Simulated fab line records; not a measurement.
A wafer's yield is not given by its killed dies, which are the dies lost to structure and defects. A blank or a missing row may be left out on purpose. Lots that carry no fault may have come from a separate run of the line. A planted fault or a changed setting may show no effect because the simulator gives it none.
Chamber matching | flow n5Finfet | rieDiel-04 running N5_BEOL_M11_DESCUM_33: 4 sister chambers
The step chemistry O2, time 7.9 s. 8 wafers are shown with their chamber, then 11 later ones without.

WAFERS WITH THEIR CHAMBER
wafer  | chamber | showerheadPlenumPTorr (Torr) | throttleValvePct (%)
L083.1 | 0       | 2.08                         | 20.39
L085.1 | 2       | 2.21                         | 20.08
L085.2 | 3       | 2.24                         | 20.42
L085.3 | 1       | 2.20                         | 20.52
L088.1 | 2       | 2.21                         | 20.11
L088.4 | 1       | 2.20                         | 20.52
L088.5 | 3       | 2.24                         | 20.42
L090.3 | 0       | 2.07                         | 20.39

WAFERS WHOSE CHAMBER IS MISSING
wafer  | showerheadPlenumPTorr (Torr) | throttleValvePct (%)
L090.4 | 2.20                         | 20.54
L090.5 | 2.21                         | 20.09
L089.1 | 2.24                         | 20.44
L089.2 | 2.20                         | 20.54
L089.6 | 2.07                         | 20.39
L094.1 | 2.21                         | 20.10
L094.2 | 2.20                         | 20.55
L094.4 | 2.20                         | 20.53
L093.1 | 2.21                         | 20.11
L093.2 | 2.23                         | 20.43
L093.5 | 2.20                         | 20.54

WHICH CHAMBER EACH ONE RAN IN
wafer  | from the rows above | in truth
L090.4 | 1                   | 1
L090.5 | 2                   | 2
L089.1 | 3                   | 3
L089.2 | 1                   | 1
L089.6 | 0                   | 0
L094.1 | 2                   | 2
L094.2 | 1                   | 1
L094.4 | 1                   | 1
L093.1 | 2                   | 2
L093.2 | 3                   | 3
L093.5 | 1                   | 1
Correct placement for 11 of the 11. From these rows, 0 cannot be placed. Number placed wrongly: 0.
How it was worked out, from the rows above alone: a wafer's distance from a chamber is the root of the sum, over the readings, of the square of ((its reading less the chamber's mean) divided by the reading's scatter). If the next closest chamber is less than 2 further off than the closest, the wafer can't be placed; otherwise it belongs to the closest. For every chamber, the mean is computed from those of its wafers that are shown. The scatter is the square root of a quotient: the sum, over the shown wafers, of each reading's squared deviation from its chamber's mean, divided by wafers minus chambers.
